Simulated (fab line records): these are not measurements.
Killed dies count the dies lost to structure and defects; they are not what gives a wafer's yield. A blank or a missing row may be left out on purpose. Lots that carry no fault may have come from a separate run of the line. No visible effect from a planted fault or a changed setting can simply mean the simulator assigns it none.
Comparing a struck lot with a sound one -- flow n5 finfet -- 25 steps out of a route of 1938
Sound: these wafers, L406.1, L406.3, L406.4. Wafers struck: L410.3, L410.5, L410.6. The cause comes at the end.
Each step with rows lists, per side, the tool, then ch with its chambers, then its first start. Under that, the readings that differ: sound wafers -- struck wafers -- difference of the means -- sigmas: that difference in standard deviations of wafers without a fault.
alike: readings whose means differ by less than 2 such deviations, and words and numbers that are the same on both sides. not compared: withheld readings, readings that some wafer has no value for, bounds like >300 that may hide the same value, and numbers for which the record gives no deviation and whose values overlap.
The two part at a step that has a row with sigmas, a row that says differs or no value, or rows on one side only. Non-overlapping numbers with no deviation appear without sigmas and do not part them. Lack of a reading on every wafer of one side parts them only where that side has two or more wafers.

first, 9 steps without rows for these wafers: N5_BEOL_M4_ANNEAL_95 (time 240 s); N5_BEOL_M4_SPUTTER_96 (material Cu, target thk 4.5 nm, time 8.29 s); N5_BEOL_M4_ECD_50 (material Cu, target thk 300 nm); N5_BEOL_M4_ANNEAL_51 (time 90 s); N5_BEOL_M4_CMP_52 (polishes, stops on SiOC, t overpolish 6.8 s, target thk 40 nm); N5_BEOL_M4_PRE_CLEAN_60 (time 15 s); N5_BEOL_M4_CO_CAP_55 (material Co, precursor CCTBA/H2, target thk 2 nm, time 102.1 s); N5_BEOL_M4_PRE_CLEAN_56 (time 15 s); N5_BEOL_M4_DEP_57 (deposits SiCN from 3MS/NH3, target thk 8 nm, time 14 s).
N5_BEOL_M4_RC_MEAS_101:
  sound on prober-01 ch 0, day 8 05:22; struck on prober-01 ch 0, day 8 22:46
  alike: DIBL_N, DIBL_P, IOFF_N, IOFF_P, ION_N, ION_P, SS_N, SS_P, VT_N, VT_P
then, 10 steps without rows for these wafers: N5_BEOL_M5_ILD_DEP_00 (deposits SiCOH lowk from DEMS/porogen, target thk 140.64 nm, time 25.9 s); N5_BEOL_M5_CURE_79 (cures SiCOH lowk, time 240 s); N5_BEOL_M5_PECVD_70 (deposits SiO2 from TEOS/O2, target thk 16 nm, time 18 s); N5_BEOL_M5_HM_DEP_02 (deposits TiN, target thk 20 nm); N5_BEOL_M5_COAT_59 (time 60 s, resist thk 60 nm); N5_BEOL_M5_COAT_60 (time 60 s, resist thk 12 nm); N5_BEOL_M5_COAT_71 (time 60 s, resist thk 5 nm); N5_BEOL_M5_COAT_05 (resist thk 30 nm); N5_BEOL_M5_EBR_07; N5_BEOL_M5_SOFTBAKE_06 (time 60 s).
N5_BEOL_M5_EXPOSE_08: exposes mask M5, target cd 28 nm.
  sound on euv scanner-02 ch 0, day 8 07:48; struck on euv scanner-02 ch 0, day 9 01:25
reading,sound,struck,difference,sigmas
reticle temp C (C),23.17 23.21 23.20,23.10 22.97 22.90,-0.20,-2
model.BEOL_M5.overlay x nm (nm),0.6 0.6 0.6,10.8 10.8 10.8,+10.2,
  alike: mask, focus offset nm
then, 2 steps without rows for these wafers: N5_BEOL_M5_PEB_09 (peb time 60 s); N5_BEOL_M5_DEVELOP_10 (develop time 30 s).
N5_BEOL_M5_OVL_MEAS_12:
  sound on overlay-02 ch 0, day 8 07:57; struck on overlay-01 ch 0, day 9 01:34
reading,sound,struck,difference,sigmas
M5_OVL (nm),1.3 1.3 0.9,11.7 10.7 10.8,+9.9,+15
-- record jumps: 4 days separate the struck wafers' starts on either side; left off in module BEOL_M5, taken up again in module PASSIVATION, whose first shown step is the route's number 1936 --
N5_PASSIVATION_PROBE_49:
  sound on prober-01, day 12 22:47; struck on prober-01, day 13 09:08
reading,sound,struck,difference,sigmas
defect limited yield (%),90.2 90.8 91.7,39.4 36.3 58.6,-46.1,-29
killed_at_M4_up,12 5 13,617 637 406,+543,+86
killed dies,116 109 98,715 752 488,+544,+29
killed on rim,16 18 16,95 95 61,+67,+16
sort_bin_5_function (%),6.0 5.5 4.2,30.8 32.6 19.6,+22.4,+20
sort n pass,1064 1071 1082,465 428 692,-544,-30
sort yield pct (%),90.2 90.8 91.7,39.4 36.3 58.6,-46.1,-29
  alike: killed_at_M0_to_M3, killed at contacts, killed at front end, killed at other, killed open, killed short, sort_bin_6_memory

## WHERE THEY PART
At N5_BEOL_M5_EXPOSE_08 first; at N5_PASSIVATION_PROBE_49 last (within this record only).

WHY: whatever the simulator had introduced
Scanner matching overlay: euv scanner-02, from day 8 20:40 on, at N5_BEOL_M5_EXPOSE_08. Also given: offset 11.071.
